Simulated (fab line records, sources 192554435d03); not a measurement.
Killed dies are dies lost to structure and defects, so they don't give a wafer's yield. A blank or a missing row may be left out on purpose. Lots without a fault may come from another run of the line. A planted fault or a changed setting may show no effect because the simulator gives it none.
fab line records | flow n5_finfet
record lots=4 wafers=10 last_day=15
route steps=1938 shown BEOL_M2@879 BEOL_M4@1111 PASSIVATION@1936
lots that met no fault: from a run of the same line without faults
start_h: hours from the record's first day to the start of the lot's first wafer shown | wait_h: hours since the lot's step before | " the same as in the row above | L1.1+2: a row that stands for several wafers | - no value, or no start given | * or withheld: withheld | < > ~ a bound
route shown NAME@n: a module of which the file shows steps, and the number in the route of the first | usual: mean/standard deviation of fault-free wafers | same: alike in all rows | chamber/n: place in a boat | sites: the reading at each site | _std_site: their standard deviation | _edge_site: outer sites' mean less inner sites' | radius_mm: how far each site lies from the wafer's centre | mask NAME#n: copy n | behind: the tool/chamber that last shaped the wafer | hold: why the lot was held/for how many hours/how that ended | device: the transistor (n, p or np) that didn't switch | end of line: the same wafers' tests at the end of the route | a step without rows: its recipe alone | killed: dies lost to structure and defects at the first sort, not the wafer's yield | map: a wafer's dies, x killed, . not, _ none there
set.NAME: the setting as run; set.NAME@STEP: as run at that earlier step | model.NAME: the simulator's own value behind a step, which no gauge read
lots at some steps of the route; a table a step, a row a wafer
services: from which hour (start_h, from the record's first day; less than 0 if before it) a tool's chamber was out of use, for how many hours, and why
## steps
# step N5_BEOL_M2_DESCUM_33
# recipe chemistry=O2 time_s=7 source_power_w=50 bias_power_w=20 pressure_mtorr=20 rf_frequency_hz=2.712e+07 temp_c=40 resist=CAR-EUV o2_flow_sccm=225
# step N5_BEOL_M2_ETCH_77
# recipe chemistry=N2/H2 target=underlayer target_depth_a=65 mask_material=CAR-EUV time_s=5.2 ion_energy_ev=200 pressure_mtorr=30 source_w=840 bias_w=150 n2_flow_sccm=200 h2_flow_sccm=200 ends=cleared
# step N5_BEOL_M2_ETCH_69
# recipe chemistry=CF4 target=SiARC target_depth_a=156 mask_material=CAR-EUV time_s=26 ion_energy_ev=80 pressure_mtorr=40 source_w=545 bias_w=36 Ar_flow_sccm=100 cf4_flow_sccm=100 ends=cleared
# step N5_BEOL_M2_ALD_98
# recipe material=SiO2 target_thk_a=25 temp_c=100 ald_precursor_family=BDEAS ald_co_reactant=O2-plasma pulse_time_s=1 co_reactant_pulse_time_s=1 purge_time_s=2 co_reactant_purge_time_s=2 ald_cycles=17 pressure_torr=2
# step N5_BEOL_M2_ETCHBACK_99
# recipe chemistry=CHF3 target=SiO2 target_depth_a=50 time_s=10.4 source_w=215 bias_w=47 Ar_flow_sccm=200 CHF3_flow_sccm=12 ion_energy_ev=100 pressure_mtorr=30
# step N5_BEOL_M2_ETCH_70
# recipe chemistry=N2/H2 target=SOC target_depth_a=800 overetch_a=240 mask_material=SiARC temp_c=40 time_s=130 ion_energy_ev=200 pressure_mtorr=30 source_w=840 bias_w=150 n2_flow_sccm=200 h2_flow_sccm=200
# step N5_BEOL_M2_STRIP_71
# recipe chemistry=N2/H2 temp_c=40 n2_flow_sccm=200 h2_flow_sccm=200 rf_frequency_hz=6e+07
# step N5_BEOL_M2_STRIP_78
# recipe chemistry=N2/H2 temp_c=40 n2_flow_sccm=200 h2_flow_sccm=200 rf_frequency_hz=6e+07
# step N5_BEOL_M2_VIA_ETCH_34
# recipe chemistry=C4F6/O2 target_depth_a=694 mask_material=SOC pressure_mtorr=15 ion_energy_ev=250 taper_deg=4 time_s=65.9 source_w=350 bias_w=170 Ar_flow_sccm=300 C4F6_flow_sccm=10 O2_flow_sccm=10
# step N5_BEOL_M2_STRIP_83
# recipe chemistry=C4F6/O2 resist=SiARC rf_frequency_hz=6e+07
# step N5_BEOL_M2_STRIP_36
# recipe chemistry=N2/H2 power_w=450 temp_c=40 pressure_mtorr=20 rf_frequency_hz=6e+07 overash_fraction=0.3 bias_power_w=7 h2_frac=0.5 n2_flow_sccm=200 h2_flow_sccm=200
# step N5_BEOL_M2_TRENCH_ETCH_37
# recipe chemistry=C4F6/O2 target_depth_a=555.55 target=SiOC time_s=29.2 ion_energy_ev=250 pressure_mtorr=30 source_w=355 bias_w=185 Ar_flow_sccm=300 C4F6_flow_sccm=10 O2_flow_sccm=10
# usual drypump_motor_current_A=5.7/0.6 oes_product_au=0.81/0.1 rf_fwd_power_W=350.1/1.5 rf_vpp_V=676/16 showerhead_plenum_p_Torr=2.86/0.1 throttle_valve_pct=20.9/0.33
# columns lot.wafer tool chamber start_h wait_h drypump_motor_current_A oes_product_au rf_fwd_power_W rf_hours_counter_h rf_vpp_V showerhead_plenum_p_Torr throttle_valve_pct model.BEOL_M2.feature_depth_nm model.etch.depth_nm model.TiN_of_BEOL_M2_HM_DEP_02.thk_nm
L250.4 rie_diel-05 2 196.06 - 5.3 0.87 350.4 54 661 2.85 20.3 57 57.09 17.2
L250.5 " 3 " " 6.3 0.95 348.9 - 688 2.90 20.7 58.6 58.64 17.4
L250.6 " 0 " " 4.8 0.68 351.4 - 669 2.71 21.2 56.6 56.56 17.2
L254.2 rie_diel-05 2 213.19 - 5.3 1.13 349.1 60 660 2.84 20.3 85.2 85.11 15.6
L254.6 " 2 " " 5.3 0.85 348.6 - 660 2.84 20.3 56 55.97 17
L255.2 rie_diel-05 2 220.27 - 5.3 1.12 349.9 63 661 2.84 20.3 85.2 85.18 16
L255.4 " 0 " " 4.8 1.36 350.6 2 680 3.05 21.0 88.4 88.39 16.4
L258.3 rie_diel-04 3 230.84 - 6.2 0.75 350.0 143 683 2.77 21.3 55.6 55.52 17.4
L258.4 " 3 " " 6.2 0.75 348.5 - 684 2.77 21.3 55.4 55.34 17.6
L258.6 " 0 " " 6.7 0.73 350.5 - 695 2.94 20.9 56.8 56.82 17.4
# step N5_BEOL_M2_ETCH_41
# recipe chemistry=CH3F/O2 target=SiCN target_depth_a=299 taper_deg=2 time_s=52.5 ion_energy_ev=120 mask_material=TiN pressure_mtorr=30 source_w=395 bias_w=75 Ar_flow_sccm=150 CH3F_flow_sccm=30 O2_flow_sccm=20
# step N5_BEOL_M2_STRIP_97
# recipe chemistry=N2/H2 time_s=10 power_w=450 temp_c=40 pressure_mtorr=20 rf_frequency_hz=6e+07 bias_power_w=7 n2_flow_sccm=200 h2_flow_sccm=200
# step N5_BEOL_M2_OCD_MEAS_38
# usual trench_depth_nm=56.0/0.96
# columns lot.wafer tool chamber start_h wait_h trench_depth_nm
L250.4 ocd-02 - 196.21 - 57.1
L250.5 " - " " 58.8
L250.6 " - " " 56.5
L254.2 ocd-02 - 213.35 - 84.5
L254.6 " - " " 56.1
L255.2 ocd-02 - 220.42 - 85.3
L255.4 " - " " 88.0
L258.3 ocd-01 - 231.00 - 55.6
L258.4 " - " " 55.8
L258.6 " - " " 56.7
# step N5_BEOL_M2_HM_STRIP_39
# recipe chemistry=peroxide_tin_strip material=TiN target_depth_a=250 temp_c=50 time_s=158
# step N5_BEOL_M2_SRD_40
# recipe time_s=30 temp_c=23 rinse_liquid=diw dry=ipa_marangoni
# step N5_BEOL_M2_PRECLEAN_42
# recipe chemistry=residue_remover time_s=60 temp_c=40
# step N5_BEOL_M2_SRD_43
# recipe time_s=30 temp_c=23 rinse_liquid=diw dry=ipa_marangoni
# step N5_BEOL_M2_DEGAS_44
# recipe ambient=vacuum temp_c=250 time_s=60
# step N5_BEOL_M2_PRE_CLEAN_45
# recipe gas=H2/He time_s=30 temp_c=250
# step N5_BEOL_M2_ALD_84
# recipe material=TaN target_thk_a=* temp_c=275 ald_precursor_family=PDMAT ald_co_reactant=NH3 pressure_torr=3 carrier_flow_sccm=1500 pulse_time_s=2 purge_time_s=3 co_reactant_purge_time_s=2 co_reactant_pulse_time_s=3 ald_cycles=30 precursor_vessel_temp_c=75 precursor_vessel_pressure_torr=26.25 precursor_vessel_carrier_sccm=1000
# step N5_BEOL_M2_SURFACE_TREAT_85
# recipe gas=Ar time_s=* ion_energy_ev=* ion_current_ma_cm2=0.5 pressure_mtorr=* ar_flow_sccm=30
# step N5_BEOL_M2_CVD_47
# recipe material=Co target_thk_a=30 temp_c=withheld precursor=CCTBA/H2 pressure_torr=30 time_s=223.8
# step N5_BEOL_M2_SPUTTER_48
# recipe material=Cu target_thk_a=45 temp_c=-20 chamber_pressure_pa=0.07 power_w=withheld time_s=8.29
# step N5_BEOL_M2_ANNEAL_49
# recipe temp_c=400 time_s=240 ambient=vacuum
# step N5_BEOL_M2_SPUTTER_79
# recipe material=Cu target_thk_a=45 temp_c=-20 chamber_pressure_pa=0.07 power_w=withheld time_s=8.29
# step N5_BEOL_M2_ANNEAL_80
# recipe temp_c=400 time_s=240 ambient=vacuum
# step N5_BEOL_M2_SPUTTER_81
# recipe material=Cu target_thk_a=45 temp_c=-20 chamber_pressure_pa=0.07 power_w=withheld time_s=8.29
# step N5_BEOL_M2_ANNEAL_82
# recipe temp_c=400 time_s=240 ambient=vacuum
# step N5_BEOL_M2_SPUTTER_86
# recipe material=Cu target_thk_a=45 temp_c=-20 chamber_pressure_pa=0.07 power_w=withheld time_s=8.29
# step N5_BEOL_M2_ANNEAL_87
# recipe temp_c=400 time_s=240 ambient=vacuum
# step N5_BEOL_M2_SPUTTER_88
# recipe material=Cu target_thk_a=45 temp_c=-20 chamber_pressure_pa=0.07 power_w=withheld time_s=8.29
# step N5_BEOL_M2_ANNEAL_89
# recipe temp_c=400 time_s=240 ambient=vacuum
# step N5_BEOL_M2_SPUTTER_90
# recipe material=Cu target_thk_a=45 temp_c=-20 chamber_pressure_pa=0.07 power_w=withheld time_s=8.29
# step N5_BEOL_M2_ANNEAL_91
# recipe temp_c=400 time_s=240 ambient=vacuum
# step N5_BEOL_M2_SPUTTER_92
# recipe material=Cu target_thk_a=45 temp_c=-20 chamber_pressure_pa=0.07 power_w=withheld time_s=8.29
# step N5_BEOL_M2_ANNEAL_93
# recipe temp_c=400 time_s=240 ambient=vacuum
# step N5_BEOL_M2_SPUTTER_94
# recipe material=Cu target_thk_a=45 temp_c=-20 chamber_pressure_pa=0.07 power_w=withheld time_s=8.29
# step N5_BEOL_M2_ANNEAL_95
# recipe temp_c=400 time_s=240 ambient=vacuum
# step N5_BEOL_M2_CMP_52
# recipe stop_on=SiOC t_overpolish_s=6.8 down_force_psi=1 platen_rpm=50 clearing_platen_down_force_psi=1.5 clearing_platen_rpm=50 post_cmp_clean=cu_alkaline target_thk_nm=40 clearing_platen_pad_velocity_m_s=0.99484 pad_velocity_m_s=0.99484
# usual motor_current_A=5.8/0.57 slurry_filter_dp_kPa=13.48/0.12 slurry_flow_ml_min=149.9/0.48
# columns lot.wafer tool chamber start_h wait_h motor_current_A slurry_filter_dp_kPa slurry_flow_ml_min model.Cu_of_BEOL_M2_ECD_50.thk_nm
L250.4 cmp-03 3 200.20 0.3 5.6 13.40 149.7 41.4
L250.5 " 2 " " 5.6 13.59 149.1 42.2
L250.6 " 3 " " 5.8 13.46 150.1 42
L254.2 cmp-01 1 217.62 0.2 6.5 13.48 149.7 71.8
L254.6 " 2 " " 4.7 13.25 149.6 38.6
L255.2 cmp-01 1 225.36 0.2 6.6 13.60 149.1 71.8
L255.4 " 2 " " 5.2 13.55 150.1 70
L258.3 cmp-01 2 234.48 0.2 5.2 13.50 150.2 39.2
L258.4 " 3 " " 6.1 13.58 149.6 38.6
L258.6 " 2 " " 5.0 13.39 150.2 38.8
# step N5_BEOL_M2_THK_MEAS_53
# recipe thk_meas_gauge=xrf reads=Cu_of_BEOL_M2_ECD_50
# usual M2_THK=40.7/1.6
# columns lot.wafer tool chamber start_h wait_h M2_THK[nm]
L250.4 film_metro-02 - 200.46 - 41.8
L250.5 " - " " 42.4
L250.6 " - " " 42.4
L254.2 film_metro-02 - 217.92 - 72.1
L254.6 " - " " 38.8
L255.2 film_metro-02 - 225.66 - 71.8
L255.4 " - " " 69.9
L258.3 film_metro-02 - 234.74 - 39.1
L258.4 " - " " 38.6
L258.6 " - " " 39.0
# step N5_BEOL_M2_RS_MEAS_58
# recipe thk_meas_gauge=four-point-probe reads=Co_of_BEOL_M2_CO_CAP_55+Cu_of_BEOL_M2_ECD_50+Co_of_BEOL_M2_CVD_47+TaN_of_BEOL_M2_ALD_84
# usual M2_RS=0.66/0.033
# columns lot.wafer tool chamber start_h wait_h M2_RS[ohm/sq]
L250.4 film_metro-01 - 200.72 0.0 0.64
L250.5 " - " " 0.62
L250.6 " - " " 0.63
L254.2 film_metro-02 - 218.21 0.1 0.32
L254.6 " - " " 0.70
L255.2 film_metro-01 - 225.92 0.1 0.32
L255.4 " - " " 0.33
L258.3 film_metro-01 - 235.03 0.1 0.68
L258.4 " - " " 0.70
L258.6 " - " " 0.69
# step N5_BEOL_M4_RC_MEAS_101
# usual DIBL_N=36.8/2.2 DIBL_P=37.0/2.8 IOFF_N=0.18/0.043 IOFF_P=0.23/0.05 ION_N=680/14 ION_P=466/9.1 SERP_M2=199/18 SERP_M2_max_site=212/20 SS_N=71.7/0.74 SS_P=73.5/0.79 VT_N=248/4 VT_P=-249/4.1
# columns lot.wafer tool chamber start_h wait_h DIBL_N[mV/V] DIBL_P[mV/V] IOFF_N[nA/um] IOFF_P[nA/um] ION_N[uA/um] ION_P[uA/um] SERP_M2[ohm/um] SERP_M2_max_site[ohm/um] SS_N[mV/dec] SS_P[mV/dec] VT_N[mV] VT_P[mV]
L250.4 prober-02 0 224.91 0.5 36.1 39.6 0.17 0.24 676 466 186 195 71.0 73.6 247 -250
L250.5 " 0 " " 32.4 34.2 0.11 0.16 667 463 179 184 70.9 72.0 252 -252
L250.6 " 0 " " 37.6 40.8 0.19 0.26 672 464 192 210 72.2 74.1 247 -249
L254.2 prober-01 0 238.19 0.2 40.5 39.2 0.29 0.30 709 470 92 98 73.3 73.4 243 -247
L254.6 " 0 " " 38.1 36.7 0.22 0.25 704 475 201 209 72.0 73.3 244 -248
L255.2 prober-02 0 247.63 0.2 37.7 38.1 0.18 0.24 676 460 106 110 71.2 74.5 248 -253
L255.4 " 0 " " 37.9 38.5 0.20 0.25 695 469 113 119 71.8 74.0 245 -245
L258.3 prober-02 0 255.53 0.3 40.1 37.2 0.20 0.20 672 447 232 243 73.7 73.9 252 -253
L258.4 " 0 " " 39.3 38.8 0.22 0.23 681 464 226 235 72.1 73.5 244 -251
L258.6 " 0 " " 40.2 38.2 0.23 0.22 689 453 213 231 73.5 74.5 246 -250
# sites SERP_M2 radius_mm=0,75,75,75,75,140,140,140,140
L250.4 188 191 186 185 195 182 185 195 180
L254.2 86 92 90 94 90 93 93 98 91
L255.2 110 106 108 110 107 95 98 100 97
L258.3 231 225 228 239 233 239 229 232 243
# step N5_PASSIVATION_PROBE_49
# usual defect_limited_yield=91.4/1.5 killed_at_M0_to_M3=36/11 killed_at_M4_up=14/6 killed_at_contacts=11/6 killed_at_front_end=37/11 killed_at_other=4/3.4 killed_dies=102/18 killed_open=66/13 killed_short=34/7.8 sort_bin_4_leakage=0.00/0.017 sort_bin_5_function=5.0/0.97 sort_bin_6_memory=3.2/0.7 sort_n_pass=1078/19 sort_yield_pct=91.3/1.6
# same gross_dies=1180 killed_at_back_side=0 sort_bin_8_speed[%]=0
# columns lot.wafer tool chamber start_h wait_h defect_limited_yield[%] killed_at_M0_to_M3 killed_at_M4_up killed_at_contacts killed_at_front_end killed_at_other killed_dies killed_open killed_short sort_bin_4_leakage[%] sort_bin_5_function[%] sort_bin_6_memory[%] sort_n_pass sort_yield_pct[%]
L250.4 prober-01 - 323.87 0.2 92.0 44 7 5 33 5 94 56 38 0 4.6 3.1 1086 92.0
L250.5 prober-01 - 323.92 0.2 90.3 54 8 5 47 1 115 77 34 0 6.0 3.5 1065 90.3
L250.6 prober-01 - 323.97 0.3 92.3 38 8 7 37 1 91 65 25 0 5.3 2.3 1089 92.3
L258.3 prober-02 - 359.01 0.7 91.9 30 7 14 36 9 96 63 33 0 4.2 3.6 1084 91.9
# killed by level:class
L250.4 FIN_SAQP:geometric_particle:open=11 BEOL_M0_SAQP:geometric_particle:short=10 BEOL_M2:geometric_particle:open=9 FIN_SAQP:geometric_particle:short=8 BEOL_M3:geometric_particle:open=6 GATE_CUT:geometric_particle:short=4 MOL_CONTACT_COAG:geometric_particle:open=4 BEOL_M0_SAQP:geometric_particle:open=4
L250.5 BEOL_M2:geometric_particle:open=18 BEOL_M3:geometric_particle:open=14 FIN_SAQP:geometric_particle:short=10 DUMMY_GATE:geometric_particle:open=10 FIN_SAQP:geometric_particle:open=9 BEOL_M1:geometric_particle:open=7 STI_FIN_REVEAL:geometric_particle:open=5 MOL_CONTACT_COAG:geometric_particle:open=4
L250.6 BEOL_M0_SAQP:geometric_particle:open=11 FIN_SAQP:geometric_particle:short=9 FIN_SAQP:geometric_particle:open=7 MOL_CONTACT_COAG:geometric_particle:open=7 BEOL_M2:geometric_particle:open=6 BEOL_M4:geometric_particle:open=6 GATE_CUT:geometric_particle:short=5 BEOL_M1:geometric_particle:open=5
L258.3 STI_FIN_REVEAL:geometric_particle:open=13 FIN_SAQP:geometric_particle:open=10 MOL_CONTACT_COAG:geometric_particle:open=10 BEOL_M0_SAQP:geometric_particle:open=7 BEOL_M0_SAQP:geometric_particle:short=6 BEOL_M2:geometric_particle:open=5 MOL_CONTACT_COAG:geometric_particle:short=4 BEOL_M4:geometric_particle:open=4
## services
# columns tool chamber start_h hours kind
cmp-01 - 196.55 4.0 pm
rie_diel-05 0 200.40 - clean
rie_diel-05 0 200.40 - consumable_replace:focus_ring
rie_diel-05 0 200.40 - consumable_replace:showerhead
rie_diel-05 0 200.40 14.8 scheduled_down
rie_diel-05 0 200.40 14.8 vent_cycle
cmp-01 - 200.55 - consumable_replace:conditioner
cmp-01 - 200.55 - consumable_replace:pad
cmp-03 - 203.50 4.0 pm
cmp-03 - 207.50 - consumable_replace:conditioner
cmp-03 - 207.50 - consumable_replace:pad
cmp-01 - 213.32 1.2 repair
rie_diel-04 1 214.39 - clean
rie_diel-04 1 214.39 - consumable_replace:focus_ring
rie_diel-04 1 214.39 16.8 scheduled_down
rie_diel-04 1 214.39 16.8 vent_cycle
cmp-03 - 218.71 1.1 repair
cmp-03 - 221.52 5.1 pm
## key
first_sign step=N5_BEOL_M2_TRENCH_ETCH_37 reading=oes_product_au direction=up sigmas=3.9 usual=0.81 struck=1.20
effect step=N5_BEOL_M2_OCD_MEAS_38 reading=trench_depth_nm direction=up sigmas=31 usual=56.0 struck=85.9
effect step=N5_BEOL_M2_THK_MEAS_53 reading=M2_THK direction=up sigmas=19 usual=40.7 struck=71.3
effect step=N5_BEOL_M2_RS_MEAS_58 reading=M2_RS direction=down sigmas=10 usual=0.66 struck=0.33
effect step=N5_BEOL_M4_RC_MEAS_101 reading=SERP_M2 direction=down sigmas=5.2 usual=199 struck=104
effect step=N5_BEOL_M4_RC_MEAS_101 reading=SERP_M2_max_site direction=down sigmas=5 usual=212 struck=109
model_effect step=N5_BEOL_M2_TRENCH_ETCH_37 value=BEOL_M2.feature_depth_nm without=56.53 struck=86.27
model_effect step=N5_BEOL_M2_CMP_52 value=Cu_of_BEOL_M2_ECD_50.thk_nm without=41.47 struck=71.2
met_at N5_BEOL_M2_TRENCH_ETCH_37
struck_wafers L254.2,L255.2,L255.4
onset_between 196.06 213.19
fault kind=process_parameter_drift tool=rie_diel-05 chamber=- onset_h=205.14 steps=N5_BEOL_M2_TRENCH_ETCH_37 channel=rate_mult offset=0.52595 shape=step end_h=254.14 scope=struck_wafers_only
